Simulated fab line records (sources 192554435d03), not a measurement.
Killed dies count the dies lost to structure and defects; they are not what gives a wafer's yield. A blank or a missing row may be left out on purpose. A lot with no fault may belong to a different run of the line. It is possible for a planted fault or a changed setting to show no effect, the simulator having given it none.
Split-lot trial    flow n5 finfet    21 wafers read across 7 lots, on a route 1938 steps long

ABOUT THE SPLIT
At N5_HKMG_FIN_HK_ALD_01 (deposits HfO2, target thk 1.6 nm, pulse time 3 s, purge time 3 s), the setting ald cycles was moved away from the recipe's 30 on 10 of the 21 wafers read, by -10.0% to +13.3%. This setting was run at the recipe's value on the other wafers.

FROM THE SPLIT TO THE READING: what the file shows between them, 4 steps
- N5_HKMG_FIN_HK_ANNEAL_02: time 30 s
- N5_HKMG_FIN_ALD_74: deposits La2O3, target thk 0.5 nm, pulse time 6 s, co reactant pulse time 1 s
- N5_HKMG_FIN_WET_ETCH_82: etches La2O3 in dHCl, stops on HfO2, target depth 2 nm, rinse time 30 s
- N5_HKMG_FIN_ALD_36: deposits TiN, target thk 1 nm, pulse time 1 s, purge time 3 s

THE READING
HK_THK, in nm, at N5_HKMG_FIN_THK_MEAS_70 (measures by xrf). A value of 1.534 nm with a standard deviation of 0.021 nm is what fault-free wafers of this fab line usually give.

wafer   tool, chamber at the split  ald cycles as run  against the recipe  HK_THK, nm  against lot-mates on the recipe
L078.3  ald hk-02, 1,0              33                 +10.0%              1.705       +0.151
L078.4  ald hk-02, 3                30                 recipe              1.554       -
L078.6  ald hk-02, 1,0              33                 +10.0%              1.713       +0.159
L080.1  ald hk-03, 0,1              30                 recipe              1.512       -
L080.5  ald hk-03, 0,1              30                 recipe              1.507       -
L080.6  ald hk-03, 2                29                 -3.3%               1.483       -0.026
L085.1  ald hk-01, 3,0,2            30                 recipe              1.549       -
L085.4  ald hk-01, 3,0,2            30                 recipe              1.514       -
L085.5  ald hk-01, 3,0,2            30                 recipe              1.537       -
L086.3  ald hk-03, 3                30                 recipe              1.464       -
L086.5  ald hk-03, 3,2              33                 +10.0%              1.664       +0.200
L086.6  ald hk-03, 3,2              33                 +10.0%              1.660       +0.196
L091.2  ald hk-02, 3,0              30                 recipe              1.545       -
L091.3  ald hk-02, 3,0              30                 recipe              1.529       -
L091.5  ald hk-02, 3                27                 -10.0%              1.374       -0.163
L094.3  ald hk-03, 0                30                 recipe              1.562       -
L094.5  ald hk-03, 2,3              28                 -6.7%               1.451       -0.111
L094.6  ald hk-03, 2,3              28                 -6.7%               1.459       -0.103
L095.3  ald hk-03, 2,0              34                 +13.3%              1.734       +0.208
L095.4  ald hk-03, 2,0              34                 +13.3%              1.738       +0.212
L095.6  ald hk-03, 0                30                 recipe              1.526       -
Where a row lists several chambers, the file gives one row for several wafers and doesn't say which wafer went through which chamber.

FIT RESULTS
A straight line over all 21 wafers: HK_THK changes by +0.015 nm for each +1% of ald cycles; r = +0.97; the points scatter about the line by 0.024 nm.
The same after taking each lot's own level away (the mean of its wafers on the recipe; 21 wafers): +0.0164 nm for each +1%; r = +0.99; scatter 0.015 nm.
On that fit, the largest move of ald cycles shifts the reading by 0.22 nm.
Across the lots, their own levels run from 1.4640 to 1.5620 nm, a range of 4.7 times the standard deviation given above.
Hence the lot-to-lot level has little effect on the slope; both slopes agree.
Check: with one of the wafers moved furthest among these (+13.3%) left out of the fit, the line predicts +0.225 nm for it against its lot-mates. Against them it came out at +0.208 nm.

FURTHER SPLITS ON THESE WAFERS
These wafers also went through other splits before the reading. Each is held against what the fit with the lots' levels taken away leaves over:
other split on the same wafers      wafers away from the commonest value  r with HK_THK (lot level and that fit taken away)
N5_ZERO_LAYER_PECVD_02 time s       6                                     +0.29
N5_FIN_SAQP_ALD_61 ald cycles       7                                     +0.20
N5_DUMMY_GATE_CVD_03 temp c         12                                    -0.22
N5_SD_EPI_N_PEB_07 peb time s       7                                     -0.32
N5_SD_EPI_N_ETCH_16 target depth a  6                                     +0.33

FILE'S OWN FIT
HK_THK changes by +0.0164 nm for each +1% of ald cycles, r = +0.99.
